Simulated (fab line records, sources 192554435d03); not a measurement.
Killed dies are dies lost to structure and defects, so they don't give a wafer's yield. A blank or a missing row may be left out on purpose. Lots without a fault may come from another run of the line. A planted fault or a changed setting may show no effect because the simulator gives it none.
A struck lot beside a sound one | flow n5_finfet | 17 steps out of a route of 1938
Sound: wafers L432.2, L432.4, L432.6. Struck: wafer L442.4. (L442.2, L442.6 of the same lot were not struck and are left out.) The cause comes at the end.
At each step with rows: each side's tool, then ch and its chambers, then its first start. Under that, the readings that differ: sound wafers | struck wafers | difference of the means | sigmas: that difference in standard deviations of wafers without a fault.
alike: readings whose means differ by less than 2 such deviations, and words and numbers that are the same on both sides. not compared: withheld readings, readings that some wafer has no value for, bounds like >300 that may hide the same value, and numbers for which the record gives no deviation and whose values overlap.
The two part at a step that has a row with sigmas, a row that says differs or no value, or rows on one side only. Numbers that don't overlap but have no deviation are shown without sigmas and don't part them. A reading that every wafer of one side lacks parts them only if that side has two wafers or more.

N5_BEOL_M3_ANNEAL_82: time 240 s.
  sound on pvd_sputter-01, day 10 18:13; struck on pvd_sputter-01, day 13 14:45
  alike: heater_power_w, susceptor_temp_C
then, 1 step without rows for these wafers: N5_BEOL_M3_SPUTTER_86 (material Cu, target thk 4.5 nm, time 8.29 s).
N5_BEOL_M3_ANNEAL_87: time 240 s.
  sound on pvd_sputter-01, day 10 18:28; struck on pvd_sputter-01, day 13 14:58
  alike: heater_power_w, susceptor_temp_C
N5_BEOL_M3_SPUTTER_88: material Cu, target thk 4.5 nm, time 8.29 s.
  sound on pvd_sputter-01, day 10 18:38; struck on pvd_sputter-01, day 13 15:07
  alike: chuck_sensor_temp_C, susceptor_temp_C, throttle_valve_pct
then, 1 step without rows for these wafers: N5_BEOL_M3_ANNEAL_89 (time 240 s).
N5_BEOL_M3_SPUTTER_90: material Cu, target thk 4.5 nm, time 8.29 s.
  sound on pvd_sputter-01, day 10 18:53; struck on pvd_sputter-01, day 13 15:20
  alike: chuck_sensor_temp_C, susceptor_temp_C, throttle_valve_pct
then, 6 steps without rows for these wafers: N5_BEOL_M3_ANNEAL_91 (time 240 s); N5_BEOL_M3_SPUTTER_92 (material Cu, target thk 4.5 nm, time 8.29 s); N5_BEOL_M3_ANNEAL_93 (time 240 s); N5_BEOL_M3_SPUTTER_94 (material Cu, target thk 4.5 nm, time 8.29 s); N5_BEOL_M3_ANNEAL_95 (time 240 s); N5_BEOL_M3_SPUTTER_96 (material Cu, target thk 4.5 nm, time 8.29 s).
N5_BEOL_M3_ECD_50: material Cu, target thk 300 nm.
  sound on ecd_cu-01 ch 1, day 10 19:45; struck on ecd_cu-01 ch 0, day 13 16:07
  reading                                | sound           | struck | difference | sigmas
  model.Cu_of_BEOL_M3_ECD_50.thk_nm (nm) | 300 298.6 301.2 | 406.6  | +106.7     |
N5_BEOL_M3_ANNEAL_51: time 90 s.
  sound on rtp_anneal-02 ch 0, day 10 19:56; struck on rtp_anneal-02 ch 0, day 13 16:14
  alike: wafer_temp_C_max
N5_BEOL_M3_CMP_52: polishes, stops on SiOC, t overpolish 6.8 s, target thk 40 nm.
  sound on cmp-03 ch 0,2,3, day 10 20:16; struck on cmp-04 ch 0, day 13 16:31
  reading                | sound          | struck | difference | sigmas
  time_to_endpoint_s (s) | 61.2 64.5 61.6 | 90.1   | +27.7      | +11
  alike: motor_current_A
N5_BEOL_M3_THK_MEAS_53: measures by xrf.
  sound on film_metro-02, day 10 20:29; struck on film_metro-02, day 13 16:47
  alike: M3_THK
N5_BEOL_M4_RC_MEAS_101:
  sound on prober-02 ch 0, day 11 09:32; struck on prober-02 ch 0, day 14 02:21
  alike: DIBL_N, DIBL_P, IOFF_N, IOFF_P, ION_N, ION_P, SS_N, SS_P, VT_N, VT_P

WHERE THEY PART
Only at N5_BEOL_M3_CMP_52, within this record. Later steps at which nothing parts them and some readings are alike: N5_BEOL_M3_THK_MEAS_53, N5_BEOL_M4_RC_MEAS_101.

WHY: what the simulator had put in
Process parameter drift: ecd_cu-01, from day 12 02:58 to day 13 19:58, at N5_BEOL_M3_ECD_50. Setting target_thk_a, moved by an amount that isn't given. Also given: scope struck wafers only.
